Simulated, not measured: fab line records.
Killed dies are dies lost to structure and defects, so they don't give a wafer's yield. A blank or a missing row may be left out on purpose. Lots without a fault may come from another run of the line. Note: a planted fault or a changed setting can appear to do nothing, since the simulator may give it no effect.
Lot-split experiment / flow n5 finfet / 7 lots, 21 wafers read, on a route of 1938 steps

## ABOUT THE SPLIT
At N5_FIN_SAQP_ETCH_34 (etches SiO2 in C4F6/O2, target depth 45 nm, time 15 s), the setting source w was moved away from the recipe's 345 W on 5 of the 21 wafers read, by -11.0% to +7.8%. The other wafers ran this setting at the recipe's value.

Reading taken at the split's own step.

## THE READING
rf vpp V, in V, at N5_FIN_SAQP_ETCH_34 (etches SiO2 in C4F6/O2, target depth 45 nm, time 15 s). A value of 666 V with a standard deviation of 6.3 V is what fault-free wafers of this fab line usually give.

wafer=L074.1; tool, chamber at the split=rie diel-01, 1; source w as run, W=345; against the recipe=recipe; rf vpp V, V=666; against lot-mates on the recipe=-
wafer=L074.5; tool, chamber at the split=rie diel-01, 0; source w as run, W=345; against the recipe=recipe; rf vpp V, V=669; against lot-mates on the recipe=-
wafer=L074.6; tool, chamber at the split=rie diel-01, 2; source w as run, W=307.1; against the recipe=-11.0%; rf vpp V, V=712; against lot-mates on the recipe=+44
wafer=L076.4; tool, chamber at the split=rie diel-03, 3; source w as run, W=345; against the recipe=recipe; rf vpp V, V=673; against lot-mates on the recipe=-
wafer=L076.5; tool, chamber at the split=rie diel-03, 2; source w as run, W=371.9; against the recipe=+7.8%; rf vpp V, V=639; against lot-mates on the recipe=-34
wafer=L076.6; tool, chamber at the split=rie diel-03, 3; source w as run, W=345; against the recipe=recipe; rf vpp V, V=674; against lot-mates on the recipe=-
wafer=L081.3; tool, chamber at the split=rie diel-01, 3; source w as run, W=345; against the recipe=recipe; rf vpp V, V=663; against lot-mates on the recipe=-
wafer=L081.5; tool, chamber at the split=rie diel-01, 0; source w as run, W=345; against the recipe=recipe; rf vpp V, V=669; against lot-mates on the recipe=-
wafer=L081.6; tool, chamber at the split=rie diel-01, 3; source w as run, W=345; against the recipe=recipe; rf vpp V, V=662; against lot-mates on the recipe=-
wafer=L086.1; tool, chamber at the split=rie diel-03, 0; source w as run, W=345; against the recipe=recipe; rf vpp V, V=658; against lot-mates on the recipe=-
wafer=L086.3; tool, chamber at the split=rie diel-03, 2; source w as run, W=345; against the recipe=recipe; rf vpp V, V=666; against lot-mates on the recipe=-
wafer=L086.6; tool, chamber at the split=rie diel-03, 0; source w as run, W=345; against the recipe=recipe; rf vpp V, V=658; against lot-mates on the recipe=-
wafer=L089.1; tool, chamber at the split=rie diel-01, 3; source w as run, W=345; against the recipe=recipe; rf vpp V, V=663; against lot-mates on the recipe=-
wafer=L089.2; tool, chamber at the split=rie diel-01, 0; source w as run, W=345; against the recipe=recipe; rf vpp V, V=680; against lot-mates on the recipe=-
wafer=L089.4; tool, chamber at the split=rie diel-01, 2; source w as run, W=345; against the recipe=recipe; rf vpp V, V=671; against lot-mates on the recipe=-
wafer=L090.1; tool, chamber at the split=rie diel-04, 2; source w as run, W=345; against the recipe=recipe; rf vpp V, V=653; against lot-mates on the recipe=-
wafer=L090.3; tool, chamber at the split=rie diel-04, 3; source w as run, W=345; against the recipe=recipe; rf vpp V, V=654; against lot-mates on the recipe=-
wafer=L090.5; tool, chamber at the split=rie diel-04, 3; source w as run, W=345; against the recipe=recipe; rf vpp V, V=654; against lot-mates on the recipe=-
wafer=L091.2; tool, chamber at the split=rie diel-03, 0; source w as run, W=326.5; against the recipe=-5.4%; rf vpp V, V=678; against lot-mates on the recipe=no lot-mate on the recipe
wafer=L091.4; tool, chamber at the split=rie diel-03, 3; source w as run, W=326.5; against the recipe=-5.4%; rf vpp V, V=693; against lot-mates on the recipe=no lot-mate on the recipe
wafer=L091.5; tool, chamber at the split=rie diel-03, 1; source w as run, W=326.5; against the recipe=-5.4%; rf vpp V, V=688; against lot-mates on the recipe=no lot-mate on the recipe

FIT RESULTS
A straight line over all 21 wafers: rf vpp V changes by -3.96 V for each +1% of source w; r = -0.88; the points scatter about the line by 7.6 V.
The same after taking each lot's own level away (the mean of its wafers on the recipe; 18 wafers): -4.18 V for each +1%; r = -0.97; scatter 3.8 V.
Per that fit: largest source w move, reading shift of 46 V.
Across the lots, their own levels run from 653.7 to 673.5 V, a range of 3.1 times the standard deviation given above.
Consequently the slope shifts little with the lot-to-lot level, the two slopes agreeing.
Check: +48.6 V against its lot-mates is what the line predicts for one of the wafers moved furthest among these (-11.0%) when that wafer is left out of the fit. Against them it came out at +44.5 V.
Tool readings at the split's step, against how far the setting was moved: rf vpp V r = -0.88.

## OTHER SPLITS ON THESE WAFERS
Note: prior to the reading, these wafers also went through further splits. Each is held against what the fit with the lots' levels taken away leaves over:
other split on the same wafers=N5_PMOS_HMC_CHANNEL_EPI_COAT_31 spin rpm; wafers away from the commonest value=7; r with rf vpp V (lot level and that fit taken away)=-0.21
other split on the same wafers=N5_PMOS_HMC_CHANNEL_EPI_EXPOSE_06 dose mj; wafers away from the commonest value=5; r with rf vpp V (lot level and that fit taken away)=-0.19

## FILE'S OWN FIT
rf vpp V changes by -4.13 V for each +1% of source w, r = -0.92.
